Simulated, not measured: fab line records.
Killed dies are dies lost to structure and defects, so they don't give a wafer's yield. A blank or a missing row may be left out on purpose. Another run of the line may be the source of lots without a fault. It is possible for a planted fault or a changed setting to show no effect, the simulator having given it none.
fab line records    flow nand-harc
[record] lots = 13  wafers = 39  last-day = 33
route steps=1302 shown A_M0@1154 A_M1@1178 END@1302
lots that met no fault: from a run of the same line without faults
start-h: start of the lot's first displayed wafer, in hours after the record's first day    wait-h: hours since the lot's step before    " unchanged from the row above    L1.1+2: several wafers, shown together as one row    - value missing, or start not given    * or withheld: withheld    < > ~ a bound
route shown NAME@n: names a module that has steps shown in the file, with the first one's number in the route    usual: mean/standard deviation of fault-free wafers    same: alike in all rows    chamber/n: place in a boat    sites: the reading at each site    _std_site: the standard deviation of these    _edge_site: the outer-site mean with the inner-site mean subtracted    radius-mm: how far each site lies from the wafer's centre    mask NAME#n: copy n    behind: the tool/chamber that last shaped the wafer    hold: why the lot was held/for how many hours/how that ended    device: which transistor (n, p or np) failed to switch    end of line: the route-end tests of the same wafers    where a step has no rows: the recipe by itself    killed: the dies lost at the first sort to structure and to defects; this is not the yield of the wafer    map: dies across one wafer; x = killed, . = not, _ = none there
set.NAME: the setting the step ran with; set.NAME@STEP: the setting that earlier step ran with    model.NAME: the simulator's own value behind a step, which no gauge read
steps of the route over a sample of lots; a table a step, a row a wafer
services: the hour from which a tool's chamber was out of use, counted from the record's first day as start-h (under 0 if before that day), plus the number of hours and why
[[steps]]
[step NHARC_A_M0_STRIP_18]
[recipe] power-w = 1000  n2-flow-sccm = 150  h2-flow-sccm = 150  ar-flow-sccm = 0  bias-w = 0  chemistry = N2/H2
[usual] drypump-motor-current-A = 5.7/0.4  n2-flow-sccm = 150.0/0.48  oes-product-au = 0.996/0.0089  rf-vpp-V = 90.7/0.96  showerhead-plenum-p-Torr = 2.05/0.084  throttle-valve-pct = 14.172/0.0096
lot.wafer  tool         chamber  start-h  wait-h  drypump-motor-current-A  n2-flow-sccm  oes-product-au  rf-hours-counter-h  rf-vpp-V  showerhead-plenum-p-Torr  throttle-valve-pct
L780.3     rie-diel-05  3        514.84   0.1     6.2                      151.4         0.993           6.6                 92.2      2.10                      14.182
L780.4     "            2        "        "       5.6                      150.7         0.994           7.7                 89.1      1.96                      14.182
L780.5     "            0        "        "       5.2                      149.7         0.978           -                   92.2      2.17                      14.165
L782.2     rie-diel-05  0        536.69   0.1     5.2                      150.4         0.993           10.1                92.1      2.17                      14.178
L782.5     "            3        "        "       6.2                      149.9         0.992           -                   91.9      2.10                      14.175
L782.6     "            0        "        "       5.2                      150.4         0.986           -                   91.8      2.17                      14.162
L781.1     rie-diel-03  1        537.00   0.1     6.1                      149.2         1.000           5.2                 91.2      1.94                      14.174
L781.2     "            2        "        "       6.3                      149.6         1.005           4.7                 90.9      2.06                      14.171
L781.5     "            0        "        "       5.2                      150.1         0.984           -                   91.9      2.15                      14.172
L784.3     rie-diel-05  0        561.96   0.1     5.2                      150.1         0.988           11.6                90.0      2.17                      14.174
L784.5     "            0        "        "       5.3                      149.5         0.994           -                   91.2      2.17                      14.171
L784.6     "            1        "        "       5.4                      150.0         0.997           -                   92.5      2.12                      14.161
L785.4     rie-diel-11  1        586.95   0.1     5.6                      150.2         1.006           6.3                 91.1      2.16                      14.161
L785.5     "            1        "        "       5.6                      149.7         1.018           -                   91.8      2.16                      14.176
L785.6     "            2        "        "       5.3                      150.1         1.007           -                   89.5      1.99                      14.164
L786.4     rie-diel-11  2        595.62   0.1     5.3                      150.9         1.002           6.9                 90.4      1.99                      14.175
L786.3     "            1        "        "       5.6                      149.9         1.017           6.8                 90.6      2.16                      14.171
L786.6     "            3        "        "       6.0                      149.6         0.996           -                   90.8      1.92                      14.173
L789.1     rie-diel-03  3        623.99   0.1     5.3                      150.5         0.999           7.8                 90.3      2.07                      14.191
L789.3     "            1        "        "       6.1                      149.6         0.996           8.2                 90.0      1.94                      14.172
L789.6     "            2        "        "       6.3                      150.2         1.000           -                   90.7      2.06                      14.165
L790.2     rie-diel-11  3        629.06   0.1     6.0                      150.0         0.990           1.1                 90.0      1.92                      14.168
L790.1     "            0        "        "       5.7                      150.1         0.997           1.0                 91.2      2.00                      14.160
L790.5     "            2        "        "       5.3                      149.7         0.986           -                   90.9      1.99                      14.165
L798.1     rie-diel-03  1        714.38   0.1     6.0                      150.1         0.995           5.0                 89.0      1.94                      14.195
L798.2     "            2        "        "       6.3                      149.7         0.992           4.5                 90.5      2.06                      14.159
L798.3     "            3        "        "       5.3                      150.8         0.994           4.6                 89.5      2.06                      14.177
L799.4     rie-diel-03  1        718.91   0.1     6.1                      150.6         0.997           5.1                 90.0      1.94                      14.167
L799.1     "            2        "        "       6.3                      150.3         0.990           4.7                 92.9      2.06                      14.159
L799.5     "            1        "        "       6.1                      150.8         0.995           -                   90.1      1.94                      14.158
L800.3     rie-diel-03  0        719.46   0.1     5.2                      149.5         0.988           3.8                 90.4      2.14                      14.169
L800.5     "            2        "        "       6.3                      149.3         1.006           -                   89.8      2.06                      14.170
L800.6     "            3        "        "       5.3                      150.5         0.997           -                   91.4      2.06                      14.180
L803.1     rie-diel-03  0        753.39   0.1     5.2                      149.8         0.993           7.2                 91.0      2.14                      14.186
L803.2     "            2        "        "       6.3                      150.2         1.010           6.9                 91.4      2.06                      14.182
L803.6     "            0        "        "       5.2                      150.1         0.984           -                   92.0      2.14                      14.184
L802.2     rie-diel-05  1        754.98   0.1     5.4                      150.3         0.990           8.9                 89.7      2.12                      14.158
L802.1     "            0        "        "       5.3                      150.1         0.995           9.2                 91.3      2.17                      14.177
L802.5     "            2        "        "       5.6                      150.1         1.002           -                   89.8      1.96                      14.175
[step NHARC_A_M0_PVD_20]
[recipe] target-thk-a = 50  bias-v = 168.6  power-w = 15000  chamber-pressure-pa = 0.12  time-s = 8.06  substrate-temp-c = 50  material = TaN
[usual] throttle-valve-pct = 29.8/1.1
lot.wafer  tool            chamber  start-h  wait-h  throttle-valve-pct
L780.4     pvd-sputter-02  -        -        -       29.0
L780.3     "               -        "        "       31.2
L780.5     "               -        "        "       29.2
L782.2     pvd-sputter-02  -        -        -       29.1
L782.6     "               -        "        "       28.2
L782.5     "               -        "        "       31.3
L781.2     pvd-sputter-03  -        -        -       30.1
L781.1     "               -        "        "       29.7
L781.5     "               -        "        "       29.4
L784.3     pvd-sputter-01  -        -        -       30.0
L784.5     "               -        "        "       29.1
L784.6     "               -        "        "       29.8
L785.4     pvd-sputter-03  -        -        -       29.6
L785.5     "               -        "        "       29.7
L785.6     "               -        "        "       29.9
L786.3     pvd-sputter-02  -        -        -       30.0
L786.4     "               -        "        "       28.3
L786.6     "               -        "        "       31.5
L789.3     pvd-sputter-01  -        -        -       32.7
L789.1     "               -        "        "       29.4
L789.6     "               -        "        "       32.4
L790.1     pvd-sputter-02  -        -        -       28.0
L790.2     "               -        "        "       31.6
L790.5     "               -        "        "       30.2
L798.3     pvd-sputter-01  -        -        -       29.9
L798.1     "               -        "        "       30.2
L798.2     "               -        "        "       28.5
L799.4     pvd-sputter-02  -        -        -       28.3
L799.1     "               -        "        "       29.4
L799.5     "               -        "        "       28.4
L800.3     pvd-sputter-03  -        -        -       28.3
L800.5     "               -        "        "       30.0
L800.6     "               -        "        "       28.4
L803.2     pvd-sputter-02  -        -        -       29.5
L803.1     "               -        "        "       29.7
L803.6     "               -        "        "       31.0
L802.1     pvd-sputter-03  -        -        -       29.9
L802.2     "               -        "        "       30.1
L802.5     "               -        "        "       29.2
[step NHARC_A_M0_CMP_23]
[recipe] t-overpolish-s = 20  target-thk-nm = 113.75
[usual] motor-current-A = 12.2/1.2  time-to-endpoint-s = 29.2/2.8
lot.wafer  tool    chamber  start-h  wait-h  motor-current-A  time-to-endpoint-s
L780.4     cmp-02  2        516.72   -       11.3             29.1
L780.3     "       0        "        "       12.0             29.9
L780.5     "       1        "        "       12.1             34.4
L782.2     cmp-01  1        538.37   -       11.8             30.4
L782.6     "       2        "        "       11.8             25.5
L782.5     "       3        "        "       12.6             26.2
L781.1     cmp-03  3        538.65   -       12.0             30.4
L781.2     "       0        "        "       12.9             31.4
L781.5     "       2        "        "       11.3             33.1
L784.3     cmp-03  1        563.68   -       11.8             27.7
L784.5     "       2        "        "       12.2             30.3
L784.6     "       3        "        "       11.7             27.3
L785.4     cmp-02  2        588.64   -       10.9             27.1
L785.6     "       1        "        "       11.9             34.0
L785.5     "       2        "        "       10.8             26.3
L786.4     cmp-01  3        597.31   -       12.2             27.4
L786.3     "       0        "        "       12.1             32.2
L786.6     "       1        "        "       11.8             30.0
L789.3     cmp-02  3        625.59   -       16.2             24.8
L789.1     "       2        "        "       11.3             26.0
L789.6     "       3        "        "       14.8             23.0
L790.2     cmp-02  2        630.64   -       11.6             24.8
L790.1     "       1        "        "       12.0             32.2
L790.5     "       2        "        "       11.6             25.9
L798.1     cmp-03  2        716.04   -       12.2             32.9
L798.2     "       3        "        "       11.2             29.4
L798.3     "       0        "        "       13.7             30.3
L799.1     cmp-03  0        720.55   -       12.9             29.6
L799.4     "       1        "        "       11.1             30.6
L799.5     "       3        "        "       11.0             28.8
L800.3     cmp-03  1        721.10   -       11.1             29.9
L800.5     "       3        "        "       11.1             28.3
L800.6     "       0        "        "       12.8             29.5
L803.1     cmp-03  1        755.00   -       11.7             28.4
L803.2     "       3        "        "       11.1             29.8
L803.6     "       1        "        "       11.8             26.8
L802.2     cmp-01  0        756.70   -       11.4             34.4
L802.1     "       2        "        "       12.7             26.4
L802.5     "       0        "        "       11.3             34.5
[step NHARC_A_M1_DEVELOP_08]
[recipe] develop-time-s = 35  dev-temp-c = 23
[usual] developer-temp-C = 23.00/0.11
lot.wafer  tool            chamber  start-h  wait-h  developer-temp-C
L780.3     litho-track-06  0        518      -       22.95
L780.4     "               0        "        "       22.93
L780.5     "               0        "        "       22.88
L782.2     litho-track-01  0        539      -       22.87
L782.5     "               0        "        "       22.91
L782.6     "               0        "        "       22.95
L781.1     litho-track-04  0        540      -       22.90
L781.2     "               0        "        "       23.10
L781.5     "               0        "        "       22.96
L784.3     litho-track-06  0        565      -       23.23
L784.5     "               0        "        "       23.19
L784.6     "               0        "        "       23.15
L785.4     litho-track-01  0        590      -       22.97
L785.5     "               0        "        "       23.00
L785.6     "               0        "        "       22.92
L786.3     litho-track-06  0        599      -       23.12
L786.4     "               0        "        "       23.05
L786.6     "               0        "        "       23.14
L789.1     litho-track-01  0        627      -       22.96
L789.3     "               0        "        "       22.89
L789.6     "               0        "        "       22.98
L790.1     litho-track-01  0        632      -       23.15
L790.2     "               0        "        "       23.10
L790.5     "               0        "        "       22.97
L798.1     litho-track-06  0        717      -       22.16
L798.2     "               0        "        "       22.38
L798.3     "               0        "        "       22.13
L799.1     litho-track-06  0        722      -       22.14
L799.4     "               0        "        "       21.94
L799.5     "               0        "        "       22.10
L800.3     litho-track-01  0        722      -       23.26
L800.5     "               0        "        "       23.23
L800.6     "               0        "        "       23.02
L803.1     litho-track-01  0        756      -       22.97
L803.2     "               0        "        "       23.01
L803.6     "               0        "        "       22.99
L802.1     litho-track-04  0        758      -       22.81
L802.2     "               0        "        "       22.91
L802.5     "               0        "        "       22.87
[step NHARC_END_SORT_01]
[recipe] temp-c = 25
[usual] defect-limited-yield = 91/3.1  killed-at-array = 57/20  killed-at-other = 1.0/1.5  killed-at-periphery = 3.5/2.5  killed-dies = 62/21  killed-open = 3.5/1.9  killed-short = 2.4/1.6
[same] gross-dies = 677
lot.wafer  tool       chamber  start-h  wait-h  defect-limited-yield[%]  killed-at-array  killed-at-other  killed-at-periphery  killed-dies  killed-open  killed-short
L781.1     prober-02  0        575.43   2.5     85                       100              0                1                    101          2            2
L781.2     prober-02  0        576.23   2.8     88                       77               0                1                    78           0            4
L781.5     prober-02  0        578.60   3.7     85                       100              2                1                    103          5            3
L784.3     prober-01  0        606.66   3.1     92                       53               0                3                    56           2            3
L784.5     prober-01  0        608.27   3.7     92                       49               0                2                    51           6            0
L784.6     prober-01  0        609.07   4.0     95                       33               0                2                    35           1            1
L789.1     prober-02  0        662.46   2.5     87                       82               3                4                    89           2            4
L789.3     prober-02  0        664.06   3.1     86                       92               5                0                    97           1            3
L789.6     prober-02  0        666.46   4.0     88                       75               6                3                    84           1            1
L790.1     prober-01  0        667.09   2.5     94                       39               2                3                    44           4            2
L790.2     prober-01  0        667.89   2.8     92                       52               0                2                    54           3            1
L790.5     prober-01  0        670.30   3.7     93                       45               1                4                    50           6            3
L799.1     prober-01  0        772.83   2.5     94                       33               2                4                    39           5            3
L799.4     prober-01  0        775.21   3.4     94                       35               1                2                    38           3            3
L799.5     prober-01  0        776.00   3.7     95                       28               0                5                    33           2            1
L802.1     prober-01  0        793.54   2.5     92                       47               1                8                    56           1            3
L802.2     prober-01  0        794.32   2.8     94                       41               2                1                    44           4            2
L802.5     prober-01  0        796.66   3.6     92                       51               2                2                    55           6            2
// killed by level:class
L781.1 A_CHANNEL_HOLE_D1:chamber-film-flake=38 A_SLIT:chamber-film-flake=24 A_CHANNEL_HOLE_D2:chamber-film-flake=17 A_STAIRCASE:chamber-film-flake=9 A_CHANNEL_FILL_D2:chamber-film-flake=3 A_CONTACT:chamber-film-flake=3 A_ZERO_WELL:chamber-film-flake=2 A_ONON_D1:geometric-particle:short=1
L781.2 A_SLIT:chamber-film-flake=26 A_CHANNEL_HOLE_D2:chamber-film-flake=25 A_CHANNEL_HOLE_D1:chamber-film-flake=13 A_STAIRCASE:chamber-film-flake=7 A_CONTACT:chamber-film-flake=2 P_M0:geometric-particle:short=1 A_CHANNEL_FILL_D1:geometric-particle:short=1 A_WL_FILL:geometric-particle:short=1
L781.5 A_CHANNEL_HOLE_D2:chamber-film-flake=30 A_CHANNEL_HOLE_D1:chamber-film-flake=26 A_SLIT:chamber-film-flake=25 A_STAIRCASE:chamber-film-flake=6 A_WL_FILL:chamber-film-flake=3 A_ZERO_WELL:chamber-film-flake=2 A_CONTACT:chamber-film-flake=2 P_CONTACT:geometric-particle:open=1
L784.3 A_CHANNEL_HOLE_D2:chamber-film-flake=35 A_CONTACT:chamber-film-flake=7 A_CHANNEL_FILL_D2:chamber-film-flake=3 A_DECK1_JOINT:geometric-particle:short=2 A_CHANNEL_HOLE_D1:chamber-film-flake=2 A_SGD_CUT:geometric-particle:open=1 A_WL_FILL:geometric-particle:short=1 A_CONTACT:geometric-particle:open=1
L784.5 A_CHANNEL_HOLE_D2:chamber-film-flake=29 A_CONTACT:chamber-film-flake=7 A_CHANNEL_HOLE_D1:chamber-film-flake=4 A_WL_FILL:chamber-film-flake=2 P_CONTACT:geometric-particle:open=1 A_ONON_D1:geometric-particle:open=1 A_DECK1_JOINT:geometric-particle:open=1 A_ONON_D2:geometric-particle:open=1
L784.6 A_CHANNEL_HOLE_D2:chamber-film-flake=21 A_CONTACT:chamber-film-flake=4 A_WL_FILL:chamber-film-flake=3 A_CHANNEL_HOLE_D1:chamber-film-flake=2 A_SLIT:chamber-film-flake=2 P_M0:geometric-particle:open=1 A_ONON_D1:geometric-particle:short=1 P_M0:chamber-film-flake=1
L789.1 A_SLIT:chamber-film-flake=30 A_CHANNEL_HOLE_D1:chamber-film-flake=28 A_CHANNEL_HOLE_D2:chamber-film-flake=9 A_STAIRCASE:chamber-film-flake=5 A_CONTACT:chamber-film-flake=4 THIN_TSV:chamber-film-flake=3 A_M0:geometric-particle:short=2 A_DECK1_JOINT:chamber-film-flake=2
L789.3 A_CHANNEL_HOLE_D1:chamber-film-flake=36 A_SLIT:chamber-film-flake=34 A_CHANNEL_HOLE_D2:chamber-film-flake=15 THIN_TSV:chamber-film-flake=4 A_CONTACT:chamber-film-flake=3 A_DECK1_JOINT:geometric-particle:short=1 A_CHANNEL_FILL_D2:geometric-particle:short=1 A_CHANNEL_FILL_D2:geometric-particle:open=1
L789.6 A_CHANNEL_HOLE_D1:chamber-film-flake=31 A_SLIT:chamber-film-flake=26 A_CHANNEL_HOLE_D2:chamber-film-flake=10 THIN_TSV:chamber-film-flake=6 P_ZERO_WELL:chamber-film-flake=3 A_STAIRCASE:chamber-film-flake=3 A_CONTACT:chamber-film-flake=2 A_WL_FILL:geometric-particle:short=1
L790.1 A_SLIT:chamber-film-flake=19 A_CHANNEL_HOLE_D1:chamber-film-flake=7 A_CONTACT:chamber-film-flake=3 A_STAIRCASE:chamber-film-flake=2 THIN_TSV:chamber-film-flake=2 P_CONTACT:geometric-particle:short=1 P_CONTACT:geometric-particle:open=1 P_M0:geometric-particle:open=1
L790.2 A_SLIT:chamber-film-flake=29 A_CHANNEL_HOLE_D1:chamber-film-flake=6 A_CONTACT:chamber-film-flake=4 A_CHANNEL_FILL_D2:chamber-film-flake=3 A_STAIRCASE:chamber-film-flake=3 A_DECK1_JOINT:chamber-film-flake=2 A_CHANNEL_HOLE_D2:chamber-film-flake=2 P_GATE:geometric-particle:open=1
L790.5 A_SLIT:chamber-film-flake=28 A_CHANNEL_HOLE_D1:chamber-film-flake=4 P_CONTACT:geometric-particle:open=2 A_CHANNEL_HOLE_D2:chamber-film-flake=2 A_M0:chamber-film-flake=2 P_M0:geometric-particle:open=1 P_M0:geometric-particle:short=1 A_ONON_D1:geometric-particle:short=1
L799.1 A_CHANNEL_HOLE_D1:chamber-film-flake=15 A_SLIT:chamber-film-flake=7 A_CONTACT:chamber-film-flake=5 A_CHANNEL_FILL_D1:geometric-particle:short=2 A_CHANNEL_HOLE_D2:chamber-film-flake=2 P_GATE:geometric-particle:open=1 P_M1:geometric-particle:short=1 P_M1:geometric-particle:open=1
L799.4 A_CHANNEL_HOLE_D1:chamber-film-flake=13 A_SLIT:chamber-film-flake=9 A_CHANNEL_FILL_D2:geometric-particle:open=2 A_CHANNEL_FILL_D2:chamber-film-flake=2 A_STAIRCASE:chamber-film-flake=2 A_CONTACT:chamber-film-flake=2 A_CHANNEL_FILL_D2:geometric-particle:short=1 A_WL_FILL:geometric-particle:short=1
L799.5 A_CHANNEL_HOLE_D1:chamber-film-flake=14 P_M2:chamber-film-flake=4 A_SLIT:chamber-film-flake=4 A_CONTACT:chamber-film-flake=3 A_STAIRCASE:chamber-film-flake=2 A_CHANNEL_FILL_D1:geometric-particle:short=1 A_DECK1_JOINT:geometric-particle:open=1 A_CHANNEL_FILL_D2:geometric-particle:open=1
L802.1 A_SLIT:chamber-film-flake=33 P_BONDPAD:chamber-film-flake=5 A_CONTACT:chamber-film-flake=3 P_STI:chamber-film-flake=2 A_CHANNEL_HOLE_D1:chamber-film-flake=2 A_M1:chamber-film-flake=2 A_CHANNEL_FILL_D1:geometric-particle:short=1 A_ONON_D2:geometric-particle:short=1
L802.2 A_SLIT:chamber-film-flake=28 A_CONTACT:chamber-film-flake=6 THIN_TSV:chamber-film-flake=2 P_CONTACT:geometric-particle:short=1 A_CHANNEL_FILL_D2:geometric-particle:short=1 A_SGD_CUT:geometric-particle:open=1 A_M0:geometric-particle:open=1 A_M1:geometric-particle:open=1
L802.5 A_SLIT:chamber-film-flake=33 A_CONTACT:chamber-film-flake=4 A_CHANNEL_FILL_D2:geometric-particle:open=2 A_STAIRCASE:chamber-film-flake=2 THIN_TSV:chamber-film-flake=2 P_M0:geometric-particle:open=1 A_ONON_D1:geometric-particle:open=1 A_DECK1_JOINT:geometric-particle:short=1
[[services]]
tool            chamber  start-h  hours  kind
rie-diel-03     0        493.46   19.7   repair
pvd-sputter-02  -        501.58   3.7    repair
litho-track-01  -        505.00   7.0    pm
pvd-sputter-03  -        506.61   9.4    repair
pvd-sputter-03  -        526.01   10.0   pm
cmp-02          -        527.95   4.0    pm
litho-track-06  -        529.00   7.0    pm
cmp-03          -        575.73   4.0    pm
rie-diel-05     -        583.71   9.0    pm
rie-diel-05     1        604.97   10.2   repair
cmp-02          -        625.95   4.0    pm
rie-diel-03     -        635.30   9.0    pm
pvd-sputter-02  -        638.14   10.0   pm
cmp-02          -        641.16   1.8    repair
rie-diel-05     0        642.62   6.6    repair
pvd-sputter-03  -        659.93   7.6    repair
cmp-03          -        672.41   3.4    repair
litho-track-01  -        680.00   7.0    pm
rie-diel-03     0        680.95   10.2   repair
rie-diel-05     1        689.68   5.4    repair
pvd-sputter-02  -        692.86   8.6    repair
cmp-02          -        702.26   1.9    repair
litho-track-06  -        704.00   7.0    pm
pvd-sputter-03  -        704.01   10.0   pm
[[key]]
[first-sign] step = NHARC_A_M1_DEVELOP_08  reading = developer-temp-C  direction = down  sigmas = 7.8  usual = *  struck = *
effect none on later readings
met-at NHARC_A_M1_DEVELOP_08
struck-lots L798,L799
not-acting-at NHARC_A_M0_STRIP_18,NHARC_A_M0_PVD_20,NHARC_A_M0_CMP_23
onset-between 599 717
[fault] kind = process-parameter-drift  tool = litho-track-06  chamber = -  onset-h = 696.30  steps = NHARC_A_M1_DEVELOP_08  channel = dev-temp-c  offset = *  shape = step  end-h = 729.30  acts-in = *  stated = *
